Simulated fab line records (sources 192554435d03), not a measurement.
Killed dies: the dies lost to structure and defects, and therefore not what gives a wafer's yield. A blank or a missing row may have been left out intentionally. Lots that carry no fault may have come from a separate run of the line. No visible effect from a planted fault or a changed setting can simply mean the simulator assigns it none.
Chamber matching + flow n5_finfet + 4 sister chambers for N5_DUMMY_REMOVAL_STRIP_10 on rie_diel-04
The step strips in N2/H2, time 40 s. 4 wafers are shown with their chamber, then 10 later ones without.

== WAFERS, EACH WITH ITS CHAMBER ==
| wafer  | chamber | throttle_valve_pct (%) |
|--------|---------|------------------------|
| L080.3 | 0       | 12.81                  |
| L084.6 | 1       | 12.46                  |
| L085.1 | 2       | 12.09                  |
| L085.3 | 3       | 12.25                  |

== WAFERS MISSING THEIR CHAMBER ==
| wafer  | throttle_valve_pct (%) |
|--------|------------------------|
| L085.5 | 12.46                  |
| L086.1 | 12.48                  |
| L086.3 | 12.48                  |
| L086.5 | 12.47                  |
| L090.1 | 12.16                  |
| L090.5 | 12.11                  |
| L090.6 | 12.14                  |
| L093.2 | 11.60                  |
| L093.4 | 12.15                  |
| L093.5 | 11.59                  |

== THE CHAMBER EACH PASSED THROUGH ==
| wafer  | from the rows above               | in truth |
|--------|-----------------------------------|----------|
| L085.5 | can't be placed: 1 or 3 or 0 or 2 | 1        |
| L086.1 | can't be placed: 1 or 3 or 0 or 2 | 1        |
| L086.3 | can't be placed: 1 or 3 or 0 or 2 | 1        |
| L086.5 | can't be placed: 1 or 3 or 0 or 2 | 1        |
| L090.1 | can't be placed: 2 or 3 or 1      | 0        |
| L090.5 | can't be placed: 2 or 3 or 1      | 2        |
| L090.6 | can't be placed: 2 or 3 or 1      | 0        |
| L093.2 | can't be placed: 2 or 3 or 1      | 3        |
| L093.4 | can't be placed: 2 or 3 or 1      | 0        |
| L093.5 | can't be placed: 2 or 3 or 1      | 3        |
Correct placement for 0 of the 10. Not placeable from these rows: 10 (in 7, the candidates include the true chamber). Number placed wrongly: 0.
How it was worked out, from the rows above alone: a wafer's distance from a chamber is the root of the sum, over the readings, of the square of ((its reading less the chamber's mean) divided by the reading's scatter). The wafer belongs to the nearest chamber; if the next one is less than 2 further off, it can't be placed. The mean given for a chamber averages the wafers shown for that chamber. The scatter (one wafer shown for each chamber): square how far every hidden wafer sits from the nearest shown wafer, average those squares and take the square root.
